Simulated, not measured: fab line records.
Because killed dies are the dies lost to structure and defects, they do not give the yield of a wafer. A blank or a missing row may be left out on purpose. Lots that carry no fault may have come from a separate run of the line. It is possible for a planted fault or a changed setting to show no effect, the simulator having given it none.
Which tool was responsible?	flow n5-finfet	20 lots with 60 wafers sampled at 6 steps, on a route of 1938 steps

WHAT EACH GAUGE READ, for each wafer
N5_SPACER0_INSPECT_04: inspects for defects (darkfield).
lot	measured	on	raw-defect-count
L074	day 3 05:32	defect-inspect-01	144 158 133
L076	day 3 13:31	defect-inspect-01	171 255 140
L077	day 3 18:44	defect-inspect-01	110 141 95
L078	day 4 01:44	defect-inspect-01	87 121 102
L080	day 4 13:10	defect-inspect-01	137 156 135
L082	day 5 01:30	defect-inspect-01	110 113 97
L084	day 5 12:30	defect-inspect-02	252 131 179
L085	day 5 18:10	defect-inspect-02	140 163 115
L086	day 6 04:16	defect-inspect-01	148 128 152
L087	day 6 08:05	defect-inspect-01	132 182 128
L088	day 6 16:50	defect-inspect-01	126 199 132
L089	day 6 19:35	defect-inspect-01	148 157 101
L090	day 7 00:34	defect-inspect-01	122 134 140
L091	day 7 06:29	defect-inspect-02	141 185 184
L092	day 7 17:26	defect-inspect-01	152 135 153
L093	day 7 20:35	defect-inspect-02	148 107 202
L094	day 8 03:17	defect-inspect-01	114 141 114
L095	day 8 05:56	defect-inspect-01	106 125 126
L096	day 8 16:04	defect-inspect-02	105 155 102
L097	day 8 17:44	defect-inspect-01	193 179 207

WHICH TOOL RAN EACH LOT (tool, then ch and the chambers of the sampled wafers, then the start)
lot	N5_STI_FIN_REVEAL_STRIP_24	N5_STI_FIN_REVEAL_ETCH_34	N5_DUMMY_GATE_ETCH_37	N5_DUMMY_GATE_ETCH_31	N5_DUMMY_GATE_HM_OPEN_21
L074	rie-diel-06 ch 1,2,3, day 2 13:23	rie-si-06 ch 0,2,3, day 2 15:55	rie-diel-03 ch 0,1, day 3 03:45	rie-diel-03 ch 0,3, day 3 04:11	rie-diel-03 ch 0,3, day 3 04:16
L076	rie-diel-06 ch 1,2,3, day 2 23:03	rie-si-05 ch 0,1, day 3 01:21	rie-diel-01 ch 0,3, day 3 11:47	rie-diel-01 ch 0,1,2, day 3 12:10	rie-diel-01 ch 0,1,2, day 3 12:16
L077	rie-diel-06 ch 1,2, day 3 04:49	rie-si-05 ch 0,2,3, day 3 07:10	rie-diel-02 ch 0,1,3, day 3 17:01	rie-diel-01 ch 0,1,2, day 3 17:19	rie-diel-01 ch 0,1,2, day 3 17:25
L078	rie-diel-06 ch 1,2, day 3 11:04	rie-si-06 ch 0,1,2, day 3 13:37	rie-diel-02 ch 1,2, day 3 23:55	rie-diel-01 ch 0,1,3, day 4 00:23	rie-diel-01 ch 0,1,3, day 4 00:29
L080	rie-diel-06 ch 1,3, day 3 22:38	rie-si-05 ch 1,2, day 4 00:56	rie-diel-03 ch 0,3, day 4 11:23	rie-diel-02 ch 0,1,3, day 4 11:41	rie-diel-02 ch 0,1,3, day 4 11:46
L082	rie-diel-05 ch 0,1,2, day 4 12:01	rie-si-05 ch 0,1,3, day 4 14:20	rie-diel-03 ch 0,1,2, day 4 23:51	rie-diel-02 ch 1,3, day 5 00:10	rie-diel-02 ch 1,3, day 5 00:15
L084	rie-diel-04 ch 0,2,3, day 4 22:56	rie-si-05 ch 0,2, day 5 01:16	rie-diel-02 ch 1,2,3, day 5 10:53	rie-diel-01 ch 0,2,3, day 5 11:09	rie-diel-01 ch 0,2,3, day 5 11:14
L085	rie-diel-04 ch 0,2,3, day 5 04:16	rie-si-05 ch 1,2, day 5 06:36	rie-diel-02 ch 1,2,3, day 5 16:16	rie-diel-01 ch 0,1,3, day 5 16:34	rie-diel-01 ch 0,1,3, day 5 16:39
L086	rie-diel-05 ch 0,1, day 5 11:12	rie-si-03 ch 0,1, day 5 13:32	rie-diel-01 ch 1,2,3, day 6 02:35	rie-diel-02 ch 2,3, day 6 02:55	rie-diel-02 ch 2,3, day 6 03:00
L087	rie-diel-04 ch 0,2,3, day 5 14:40	rie-si-03 ch 0,1,3, day 5 17:00	rie-diel-02 ch 0,1,2, day 6 06:28	rie-diel-03 ch 0,1,2, day 6 06:45	rie-diel-03 ch 0,1,2, day 6 06:50
L088	rie-diel-04 ch 0,1,3, day 5 21:35	rie-si-03 ch 0,1,2, day 5 23:55	rie-diel-02 ch 0,2,3, day 6 15:05	rie-diel-03 ch 1,2,3, day 6 15:31	rie-diel-03 ch 1,2,3, day 6 15:36
L089	rie-diel-05 ch 1,2, day 6 04:46	rie-si-05 ch 1,3, day 6 07:05	rie-diel-03 ch 0,1,2, day 6 17:55	rie-diel-01 ch 0,1, day 6 18:11	rie-diel-01 ch 0,1, day 6 18:16
L090	rie-diel-06 ch 0,2,3, day 6 10:12	rie-si-06 ch 1,2,3, day 6 12:32	rie-diel-01 ch 0,2, day 6 22:32	rie-diel-02 ch 1,2,3, day 6 22:48	rie-diel-02 ch 1,2,3, day 6 22:53
L091	rie-diel-06 ch 0,2,3, day 6 16:35	rie-si-03 ch 0,3, day 6 18:57	rie-diel-02 ch 0,1,3, day 7 04:52	rie-diel-02 ch 0,1,2, day 7 05:09	rie-diel-02 ch 0,1,2, day 7 05:14
L092	rie-diel-06 ch 0,2, day 6 23:52	rie-si-05 ch 0,1, day 7 02:11	rie-diel-01 ch 0,3, day 7 15:42	rie-diel-01 ch 0,2,3, day 7 15:59	rie-diel-01 ch 0,2,3, day 7 16:04
L093	rie-diel-06 ch 0,1, day 7 04:47	rie-si-05 ch 1,2, day 7 07:07	rie-diel-03 ch 0,1, day 7 18:46	rie-diel-01 ch 1,2,3, day 7 19:02	rie-diel-01 ch 1,2,3, day 7 19:08
L094	rie-diel-05 ch 0,1,2, day 7 10:15	rie-si-03 ch 0,1,2, day 7 12:34	rie-diel-02 ch 0,1,2, day 8 01:40	rie-diel-02 ch 0,2,3, day 8 01:57	rie-diel-02 ch 0,2,3, day 8 02:02
L095	rie-diel-06 ch 1,2,3, day 7 16:05	rie-si-05 ch 1,3, day 7 18:39	rie-diel-01 ch 0,1,3, day 8 04:14	rie-diel-02 ch 0,2, day 8 04:31	rie-diel-02 ch 0,2, day 8 04:37
L096	rie-diel-04 ch 1,2,3, day 7 21:46	rie-si-03 ch 0,3, day 8 00:06	rie-diel-01 ch 1,2,3, day 8 13:24	rie-diel-01 ch 0,1, day 8 13:41	rie-diel-01 ch 0,1, day 8 13:46
L097	rie-diel-06 ch 1,3, day 8 03:27	rie-si-05 ch 1,3, day 8 05:47	rie-diel-03 ch 0,1, day 8 15:20	rie-diel-03 ch 1,2,3, day 8 15:37	rie-diel-03 ch 1,2,3, day 8 15:42
- N5_STI_FIN_REVEAL_STRIP_24: strips in N2/H2, time 90 s.
- N5_STI_FIN_REVEAL_ETCH_34: etches Si in H2, material Si, target depth 0.97 nm.
- N5_DUMMY_GATE_ETCH_37: etches SOC in N2/H2, target depth 60 nm, overetch 30 nm.
- N5_DUMMY_GATE_ETCH_31: etches SiO2 in C4F6/O2, target depth 82.5 nm, time 27.5 s.
- N5_DUMMY_GATE_HM_OPEN_21: chemistry CH3F/O2, target SiNx, target depth 120 nm, time 171.4 s.

WHAT THE TOOLS THEMSELVES READ (means of the sampled wafers that have a number; where no wafer has one, the mark that the record gives instead)
N5_STI_FIN_REVEAL_STRIP_24.
lot	tool	drypump-motor-current-A (A)	oes-product-au (a.u.)	rf-vpp-V (V)	showerhead-plenum-p-Torr (Torr)	temp-c (C)	throttle-valve-pct (%)
L074	rie-diel-06	6.2	0.84	45.5	3.37	40.03	11.99
L076	rie-diel-06	6.2	0.83	45.2	3.36	40.03	12.01
L077	rie-diel-06	6.2	0.90	44.9	3.48	40.00	12.00
L078	rie-diel-06	5.9	0.85	44.4	3.38	39.93	12.06
L080	rie-diel-06	6.5	0.86	45.3	3.47	40.04	11.99
L082	rie-diel-05	5.5	0.73	45.3	3.40	39.93	12.23
L084	rie-diel-04	5.7	0.82	45.2	3.44	40.09	12.15
L085	rie-diel-04	5.6	0.82	45.6	3.44	40.06	12.15
L086	rie-diel-05	5.3	0.72	45.2	3.31	40.22	12.44
L087	rie-diel-04	5.7	0.81	45.8	3.44	40.04	12.16
L088	rie-diel-04	5.7	0.83	46.0	3.44	39.95	11.97
L089	rie-diel-05	5.7	0.84	45.1	3.51	40.02	11.81
L090	rie-diel-06	6.1	0.75	44.7	3.28	39.88	12.10
L091	rie-diel-06	6.0	0.74	44.6	3.28	40.14	12.10
L092	rie-diel-06	5.8	0.76	46.2	3.34	39.96	12.11
L093	rie-diel-06	6.1	0.79	45.4	3.44	40.05	12.05
L094	rie-diel-05	5.5	0.87	45.1	3.53	40.01	11.87
L095	rie-diel-06	6.2	0.78	45.0	3.34	39.91	12.13
L096	rie-diel-04	5.8	0.88	45.6	3.43	40.01	11.93
L097	rie-diel-06	6.5	0.81	45.5	3.44	40.08	12.09

N5_STI_FIN_REVEAL_ETCH_34.
lot	tool	drypump-motor-current-A (A)	he-flow-sccm (sccm)	oes-product-au (a.u.)	temp-c (C)	throttle-valve-pct (%)
L074	rie-si-06	5.5	142.8	0.992	19.97	25.83
L076	rie-si-05	5.4	142.5	1.015	20.03	25.75
L077	rie-si-05	5.7	142.9	1.016	20.06	25.65
L078	rie-si-06	5.8	142.5	0.991	20.03	25.71
L080	rie-si-05	5.8	142.3	0.992	20.04	25.71
L082	rie-si-05	5.8	142.4	1.015	19.93	25.67
L084	rie-si-05	5.5	142.6	1.006	19.90	25.71
L085	rie-si-05	5.8	142.3	0.991	20.06	25.71
L086	rie-si-03	6.0	142.3	1.005	19.94	25.39
L087	rie-si-03	5.8	142.7	1.011	19.95	25.54
L088	rie-si-03	5.8	142.3	1.001	19.98	25.40
L089	rie-si-05	6.3	142.5	1.001	20.04	25.58
L090	rie-si-06	5.8	142.2	0.993	19.91	25.58
L091	rie-si-03	5.9	142.2	1.028	20.02	25.53
L092	rie-si-05	5.7	142.9	1.003	19.92	25.76
L093	rie-si-05	5.8	142.1	0.996	20.07	25.71
L094	rie-si-03	5.8	142.6	0.995	19.99	25.42
L095	rie-si-05	6.3	142.4	1.009	20.03	25.57
L096	rie-si-03	5.9	142.9	1.011	20.09	25.53
L097	rie-si-05	6.3	142.4	1.000	20.03	25.58

N5_DUMMY_GATE_ETCH_37.
lot	tool	drypump-motor-current-A (A)	oes-product-au (a.u.)	rf-vpp-V (V)	showerhead-plenum-p-Torr (Torr)	temp-c (C)	throttle-valve-pct (%)
L074	rie-diel-03	6.0	0.57	524.2	2.55	39.89	17.68
L076	rie-diel-01	5.7	0.74	528.0	2.67	39.99	17.68
L077	rie-diel-02	5.6	0.59	526.0	2.61	39.98	17.85
L078	rie-diel-02	5.6	0.60	523.2	2.51	40.04	18.02
L080	rie-diel-03	5.7	0.55	524.6	2.57	40.04	17.94
L082	rie-diel-03	6.2	0.63	525.9	2.62	40.05	17.70
L084	rie-diel-02	5.3	0.59	523.0	2.53	39.92	17.94
L085	rie-diel-02	5.3	0.59	523.8	2.53	40.02	17.92
L086	rie-diel-01	5.4	0.67	524.1	2.54	39.94	17.58
L087	rie-diel-02	5.7	0.61	523.5	2.55	39.94	17.85
L088	rie-diel-02	5.4	0.61	524.5	2.58	40.05	17.74
L089	rie-diel-03	6.2	0.69	525.8	2.62	40.07	17.58
L090	rie-diel-01	5.5	0.68	525.8	2.62	39.88	17.66
L091	rie-diel-02	5.6	0.57	524.3	2.60	40.02	17.90
L092	rie-diel-01	5.6	0.69	526.1	2.62	40.03	17.67
L093	rie-diel-03	6.3	0.64	525.0	2.59	40.01	17.66
L094	rie-diel-02	5.7	0.60	523.4	2.54	39.87	17.87
L095	rie-diel-01	5.7	0.66	525.8	2.61	39.98	17.72
L096	rie-diel-01	5.3	0.66	523.3	2.54	40.08	17.62
L097	rie-diel-03	6.3	0.64	525.2	2.58	39.95	17.66

N5_DUMMY_GATE_ETCH_31.
lot	tool	drypump-motor-current-A (A)	oes-product-au (a.u.)	rf-vpp-V (V)	showerhead-plenum-p-Torr (Torr)	throttle-valve-pct (%)
L074	rie-diel-03	5.7	0.70	671	2.88	21.22
L076	rie-diel-01	5.5	0.88	669	2.89	21.02
L077	rie-diel-01	5.5	0.88	668	2.89	21.03
L078	rie-diel-01	5.7	0.89	674	2.94	21.12
L080	rie-diel-02	5.6	0.74	667	2.90	21.19
L082	rie-diel-02	5.2	0.70	669	2.89	21.38
L084	rie-diel-01	5.4	0.89	671	2.90	21.05
L085	rie-diel-01	5.7	0.86	673	2.93	21.13
L086	rie-diel-02	5.0	0.74	666	2.88	21.26
L087	rie-diel-03	6.2	0.88	667	2.92	20.92
L088	rie-diel-03	6.2	0.86	665	2.95	21.05
L089	rie-diel-01	5.7	0.82	670	2.91	21.16
L090	rie-diel-02	5.2	0.74	665	2.84	21.38
L091	rie-diel-02	5.7	0.76	664	2.84	21.19
L092	rie-diel-01	5.4	0.86	670	2.90	21.06
L093	rie-diel-01	5.4	0.84	671	2.84	21.01
L094	rie-diel-02	5.3	0.76	666	2.88	21.08
L095	rie-diel-02	5.4	0.80	661	2.83	21.06
L096	rie-diel-01	5.7	0.80	669	2.91	21.17
L097	rie-diel-03	6.2	0.84	665	2.95	21.08

N5_DUMMY_GATE_HM_OPEN_21.
lot	tool	drypump-motor-current-A (A)	oes-product-au (a.u.)	rf-vpp-V (V)	showerhead-plenum-p-Torr (Torr)	throttle-valve-pct (%)
L074	rie-diel-03	5.7	0.70	302.0	2.05	16.59
L076	rie-diel-01	5.4	0.88	300.8	2.06	16.30
L077	rie-diel-01	5.4	0.87	300.8	2.06	16.30
L078	rie-diel-01	5.7	0.89	302.7	2.09	16.36
L080	rie-diel-02	5.6	0.73	300.2	2.06	16.52
L082	rie-diel-02	5.2	0.70	300.8	2.05	16.73
L084	rie-diel-01	5.4	0.89	302.7	2.06	16.31
L085	rie-diel-01	5.7	0.87	301.7	2.09	16.39
L086	rie-diel-02	5.0	0.75	300.2	2.04	16.58
L087	rie-diel-03	6.2	0.88	300.8	2.08	16.22
L088	rie-diel-03	6.3	0.86	298.9	2.10	16.34
L089	rie-diel-01	5.7	0.82	301.5	2.07	16.41
L090	rie-diel-02	5.3	0.74	299.8	2.02	16.68
L091	rie-diel-02	5.6	0.76	299.4	2.02	16.49
L092	rie-diel-01	5.4	0.86	301.3	2.06	16.34
L093	rie-diel-01	5.4	0.84	301.8	2.02	16.29
L094	rie-diel-02	5.4	0.75	299.1	2.04	16.41
L095	rie-diel-02	5.4	0.79	298.7	2.01	16.35
L096	rie-diel-01	5.7	0.80	300.2	2.07	16.43
L097	rie-diel-03	6.2	0.84	299.9	2.09	16.36

THE ANSWER, worked out from the rows above alone
Rule: the lots themselves supply what counts as usual. The widest of any qualifying gaps counts: lots, ordered by their means at a reading, are off when they make up no more than a third of the lots, leave a main group of 4 or more, and stand apart from it by 3 or more times the standard deviation of that group's means. The tables above print the reading to a certain number of digits; a main group whose means all agree to those digits is not used. Also off: a lot with no number at a reading for which 4 or more lots have one. All remaining lots with rows at the step are treated as sound. Order of review: gauges by route order, followed by the tools' own readings, for which a lot's mean as printed above is used. At the first step where some lot is off, the reading lying furthest off is the one used; lots without a number count as furthest.
No lot is off on any of the readings shown, so nothing can be concluded from this.

WHAT WAS PUT IN BY THE SIMULATOR
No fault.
